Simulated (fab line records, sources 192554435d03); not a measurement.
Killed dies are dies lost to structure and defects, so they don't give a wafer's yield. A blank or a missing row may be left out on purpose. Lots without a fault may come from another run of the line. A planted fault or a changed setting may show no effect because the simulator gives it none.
Tool commonality check | flow n5_finfet | 11 lots, 31 wafers sampled

WHY IT WAS OPENED
At N5_BEOL_M6_INSPECT_13 the reading raw_defect_count is flagged on 2 of 11 lots. Wafers without a fault read 392, standard deviation 90.
Rule: a lot is flagged when every wafer of it that has a number lies more than 4 standard deviations from that mean, or none has a number. The other lots count as sound.

lot  | measured     | on                | raw_defect_count, wafer by wafer | flag
L610 | day 8 16:43  | defect_inspect-02 | 496 369 428                      |
L612 | day 9 02:01  | defect_inspect-01 | 432 387 391                      |
L613 | day 9 23:17  | defect_inspect-02 | 350 351 403                      |
L614 | day 10 02:15 | defect_inspect-02 | 344 378 355                      |
L615 | day 10 20:17 | defect_inspect-01 | 846 837                          | FLAGGED
L618 | day 11 06:55 | defect_inspect-01 | 976 820 860                      | FLAGGED
L622 | day 11 23:19 | defect_inspect-02 | 561 494                          |
L626 | day 13 12:07 | defect_inspect-01 | 415 371 279                      |
L628 | day 13 12:32 | defect_inspect-02 | 376 461 358                      |
L630 | day 14 02:19 | defect_inspect-02 | 545 572 517                      |
L631 | day 14 05:22 | defect_inspect-02 | 337 331 471                      |
The numbers of the flagged lots are 868 on average: +476 against the usual, or +5 standard deviations.

WHICH TOOL RAN EACH LOT
The record holds 3 process steps before the reading, out of a route of 1938 steps. In each cell: the tool, then ch and the chambers that the sampled wafers went through, then the start.
lot  | flag    | N5_BEOL_M5_DEP_56               | N5_BEOL_M6_CURE_74            | N5_BEOL_M6_HM_DEP_02
L610 |         | pecvd-01 ch 0,1,2, day 8 15:29  | uv_cure-02 ch 2, day 8 15:41  | pvd_sputter-01, day 8 16:17
L612 |         | pecvd-02 ch 0,2, day 9 00:26    | uv_cure-03 ch 0, day 9 00:42  | pvd_sputter-01, day 9 01:18
L613 |         | pecvd-01 ch 1,2, day 9 20:55    | uv_cure-02 ch 1, day 9 21:40  | pvd_sputter-02, day 9 22:44
L614 |         | pecvd-01 ch 0,2, day 9 23:46    | uv_cure-03 ch 0, day 10 00:02 | pvd_sputter-02, day 10 01:42
L615 | FLAGGED | pecvd-01 ch 0,1, day 10 17:31   | uv_cure-03 ch 0, day 10 18:02 | pvd_sputter-01, day 10 19:54
L618 | FLAGGED | pecvd-01 ch 0,1, day 11 04:35   | uv_cure-02 ch 0, day 11 04:47 | pvd_sputter-01, day 11 06:20
L622 |         | pecvd-01 ch 1,2, day 11 19:05   | uv_cure-01 ch 0, day 11 19:17 | pvd_sputter-02, day 11 22:46
L626 |         | pecvd-01 ch 0,1,2, day 13 09:38 | uv_cure-02 ch 0, day 13 09:49 | pvd_sputter-02, day 13 11:41
L628 |         | pecvd-01 ch 0,1, day 13 10:44   | uv_cure-01 ch 2, day 13 10:56 | pvd_sputter-03, day 13 12:07
L630 |         | pecvd-04 ch 0,1,2, day 14 00:04 | uv_cure-03 ch 0, day 14 00:21 | pvd_sputter-03, day 14 01:53
L631 |         | pecvd-01 ch 0,2, day 14 03:10   | uv_cure-01 ch 2, day 14 03:22 | pvd_sputter-01, day 14 04:49
What these steps do:
- N5_BEOL_M5_DEP_56: deposits SiCN from 3MS/NH3, target thk 8 nm, time 14 s.
- N5_BEOL_M6_CURE_74: cures SiCOH lowk, time 240 s.
- N5_BEOL_M6_HM_DEP_02: deposits TiN, target thk 20 nm.
- N5_BEOL_M6_INSPECT_13: inspects for defects (brightfield).

FLAGGED OVER TOTAL, TOOL BY TOOL (the gauges that took the reading come last)
step                  | tool              | lots run | flagged | share of the flagged lots | sound lots run after its first flagged lot
N5_BEOL_M5_DEP_56     | pecvd-01          | 9        | 2       | all                       | 4 (L622,L626,L628,L631)
N5_BEOL_M5_DEP_56     | pecvd-02          | 1        | 0       | none                      | -
N5_BEOL_M5_DEP_56     | pecvd-04          | 1        | 0       | none                      | -
N5_BEOL_M6_CURE_74    | uv_cure-01        | 3        | 0       | none                      | -
N5_BEOL_M6_CURE_74    | uv_cure-02        | 4        | 1       | some                      | 1 (L626)
N5_BEOL_M6_CURE_74    | uv_cure-03        | 4        | 1       | some                      | 1 (L630)
N5_BEOL_M6_HM_DEP_02  | pvd_sputter-01    | 5        | 2       | all                       | 1 (L631)
N5_BEOL_M6_HM_DEP_02  | pvd_sputter-02    | 4        | 0       | none                      | -
N5_BEOL_M6_HM_DEP_02  | pvd_sputter-03    | 2        | 0       | none                      | -
N5_BEOL_M6_INSPECT_13 | defect_inspect-01 | 4        | 2       | all                       | 1 (L626)
N5_BEOL_M6_INSPECT_13 | defect_inspect-02 | 7        | 0       | none                      | -

WHAT THE TABLE ALLOWS
3 rows of the table ran every flagged lot: pecvd-01 at N5_BEOL_M5_DEP_56, pvd_sputter-01 at N5_BEOL_M6_HM_DEP_02, defect_inspect-01 at N5_BEOL_M6_INSPECT_13.
- pecvd-01 at N5_BEOL_M5_DEP_56: 2 of its 9 lots flagged. Sound lots ran on it after the first flagged one (L622, L626, L628, L631), which a lasting fault on the whole tool wouldn't allow.
- pvd_sputter-01 at N5_BEOL_M6_HM_DEP_02: 2 of its 5 lots flagged. Sound lots ran on it after the first flagged one (L631), which a lasting fault on the whole tool wouldn't allow.
- defect_inspect-01 at N5_BEOL_M6_INSPECT_13: 2 of its 4 lots flagged. Sound lots ran on it after the first flagged one (L626), which a lasting fault on the whole tool wouldn't allow.
No row of the table ran every flagged lot and no sound lot after the first.

WHAT THE SIMULATOR HAD PUT IN
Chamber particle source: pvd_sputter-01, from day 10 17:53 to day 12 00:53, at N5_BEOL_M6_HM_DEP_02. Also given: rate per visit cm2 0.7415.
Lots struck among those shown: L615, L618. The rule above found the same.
